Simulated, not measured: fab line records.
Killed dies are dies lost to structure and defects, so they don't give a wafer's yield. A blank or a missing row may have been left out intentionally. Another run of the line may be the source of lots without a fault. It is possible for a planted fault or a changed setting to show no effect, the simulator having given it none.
Matching of chambers || flow n5 finfet || N5_BEOL_M1_ETCH_74 on rie diel-03: 4 sister chambers
The step etches underlayer in N2/H2, target depth 6.5 nm, time 5.2 s. 4 wafers are shown with their chamber, then 11 later ones without.

== WAFERS WITH THEIR CHAMBER ==
{"wafer": "L082.3", "chamber": 2, "showerhead plenum p Torr (Torr)": 2.72}
{"wafer": "L087.4", "chamber": 1, "showerhead plenum p Torr (Torr)": 2.42}
{"wafer": "L087.5", "chamber": 3, "showerhead plenum p Torr (Torr)": 2.53}
{"wafer": "L089.2", "chamber": 0, "showerhead plenum p Torr (Torr)": 2.52}

== WAFERS WITH NO CHAMBER GIVEN ==
{"wafer": "L089.3", "showerhead plenum p Torr (Torr)": 2.53}
{"wafer": "L089.6", "showerhead plenum p Torr (Torr)": 2.42}
{"wafer": "L094.1", "showerhead plenum p Torr (Torr)": 2.53}
{"wafer": "L094.2", "showerhead plenum p Torr (Torr)": 2.52}
{"wafer": "L094.3", "showerhead plenum p Torr (Torr)": 2.42}
{"wafer": "L094.4", "showerhead plenum p Torr (Torr)": 2.52}
{"wafer": "L094.5", "showerhead plenum p Torr (Torr)": 2.42}
{"wafer": "L094.6", "showerhead plenum p Torr (Torr)": 2.52}
{"wafer": "L097.3", "showerhead plenum p Torr (Torr)": 2.41}
{"wafer": "L097.4", "showerhead plenum p Torr (Torr)": 2.51}
{"wafer": "L097.6", "showerhead plenum p Torr (Torr)": 2.41}

== CHAMBER TAKEN BY EACH ==
{"wafer": "L089.3", "from the rows above": "can't be placed: 3 or 0", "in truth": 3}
{"wafer": "L089.6", "from the rows above": 1, "in truth": 1}
{"wafer": "L094.1", "from the rows above": "can't be placed: 3 or 0", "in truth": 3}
{"wafer": "L094.2", "from the rows above": "can't be placed: 0 or 3", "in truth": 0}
{"wafer": "L094.3", "from the rows above": 1, "in truth": 1}
{"wafer": "L094.4", "from the rows above": "can't be placed: 0 or 3", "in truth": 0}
{"wafer": "L094.5", "from the rows above": 1, "in truth": 1}
{"wafer": "L094.6", "from the rows above": "can't be placed: 0 or 3", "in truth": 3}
{"wafer": "L097.3", "from the rows above": 1, "in truth": 1}
{"wafer": "L097.4", "from the rows above": "can't be placed: 0 or 3", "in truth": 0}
{"wafer": "L097.6", "from the rows above": 1, "in truth": 1}
Correct placement for 5 of the 11. Unplaceable from these rows: 6, with the true chamber sitting among the candidates in 6. Number placed wrongly: 0.
How it was worked out, from the rows above alone: a wafer's distance from a chamber is the root of the sum, over the readings, of the square of ((its reading less the chamber's mean) divided by the reading's scatter). If the next closest chamber is less than 2 further off than the closest, the wafer can't be placed; otherwise it belongs to the closest. The mean given for a chamber averages the wafers shown for that chamber. The scatter: root of mean squared gap, hidden wafer to nearest shown wafer, with one shown wafer a chamber.
